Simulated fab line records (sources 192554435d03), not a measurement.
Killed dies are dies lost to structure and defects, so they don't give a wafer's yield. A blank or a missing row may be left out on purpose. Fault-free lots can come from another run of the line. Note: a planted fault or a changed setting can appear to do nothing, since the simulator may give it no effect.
One fault through the eyes of 3 desks -- flow n5 finfet -- every desk sees just its own numbers, and what lay behind them comes last

## THE DEFECT DESK
Per lot, the means of the sampled wafers with a number show what the inspections along the route counted. If a lot's mean is further than 4 standard deviations from the usual mean, the lot is out of limits and carries the mark OUT (the distance appears in the brackets).
Columns: A = raw defect count at N5_HKMG_FIN_INSPECT_28, usual 44
lot,first seen here,A
L292,day 6 09:27,32
L294,day 6 22:45,60
L302,day 8 21:42,32
L303,day 9 06:12,62
L304,day 9 08:59,50
L305,day 9 16:00,39
This desk found nothing out of limits on any of the 6 lots.

## AT THE TOOL OWNER'S DESK: rie diel-02
The tool's own readings at N5_GATE_CUT_ETCH_58 (etches SiNx in CH3F/O2, target depth 17 nm, time 128.6 s): means of the sampled wafers that have a number, for each lot that ran on this tool. If a lot's mean is further than 4 standard deviations from the usual mean, the lot is out of limits and carries the mark OUT (the distance appears in the brackets). Of its 8 readings 7 are shown: those that lie furthest out on some lot.
Columns: A = CH3F_flow_sccm at N5_GATE_CUT_ETCH_58, usual 30.00 sccm; B = bias w at N5_GATE_CUT_ETCH_58, usual 21.01 W; C = drypump motor current A at N5_GATE_CUT_ETCH_58, usual 5.8 A; D = mfc ar sccm at N5_GATE_CUT_ETCH_58, usual 150.0 sccm; E = oes product au at N5_GATE_CUT_ETCH_58, usual 0.74 a.u.; F = showerhead plenum p Torr at N5_GATE_CUT_ETCH_58, usual 1.98 Torr; G = throttle valve pct at N5_GATE_CUT_ETCH_58, usual 16.46 %
lot,first seen here,A,B,C,D,E,F,G
L292,day 6 09:53,29.99,21.06,5.8,149.0,0.71,1.99,16.39
L294,day 6 23:05,30.08,21.00,5.4,149.9,0.68,1.99,16.64
L304,day 9 09:19,30.05,21.02,5.4,150.2,0.81,2.05,16.22
This desk found nothing out of limits on any of the 3 lots.

## FROM THE METROLOGY DESK
What the gauges read, lot by lot, whatever tool the lot ran on: means of the sampled wafers that have a number. If a lot's mean is further than 4 standard deviations from the usual mean, the lot is out of limits and carries the mark OUT (the distance appears in the brackets). Of its 10 readings 7 are shown: those that lie furthest out on some lot.
Columns: A = DIBL_N at N5_BEOL_M4_RC_MEAS_101, usual 36.3 mV/V; B = IOFF_N at N5_BEOL_M4_RC_MEAS_101, usual 0.157 nA/um; C = IOFF_P at N5_BEOL_M4_RC_MEAS_101, usual 0.22 nA/um; D = ION_N at N5_BEOL_M4_RC_MEAS_101, usual 675 uA/um; E = ION_P at N5_BEOL_M4_RC_MEAS_101, usual 465 uA/um; F = VT_N at N5_BEOL_M4_RC_MEAS_101, usual 249.8 mV; G = VT_P at N5_BEOL_M4_RC_MEAS_101, usual -249 mV
lot,first seen here,A,B,C,D,E,F,G
L292,day 11 08:14,38.1,0.176,0.24,686,474,248.7,-246
L294,day 11 11:22,36.8,0.159,0.21,681,464,250.8,-249
L302,day 13 11:55,35.8,0.138,0.16,660,448,253.1,-257
L303,day 13 12:44,35.2,0.132,0.20,662,462,252.2,-251
L304,day 13 21:08,36.8,0.171,0.24,675,465,247.1,-246
L305,day 14 03:02,36.6,0.162,0.24,680,471,249.2,-246
This desk found nothing out of limits on any of the 6 lots.

## ALL TOGETHER
The defect desk saw nothing out of limits.
The tool owner's desk saw nothing out of limits.
Metrology desk: nothing out of limits seen.

## WHAT HAD BEEN PUT IN BY THE SIMULATOR
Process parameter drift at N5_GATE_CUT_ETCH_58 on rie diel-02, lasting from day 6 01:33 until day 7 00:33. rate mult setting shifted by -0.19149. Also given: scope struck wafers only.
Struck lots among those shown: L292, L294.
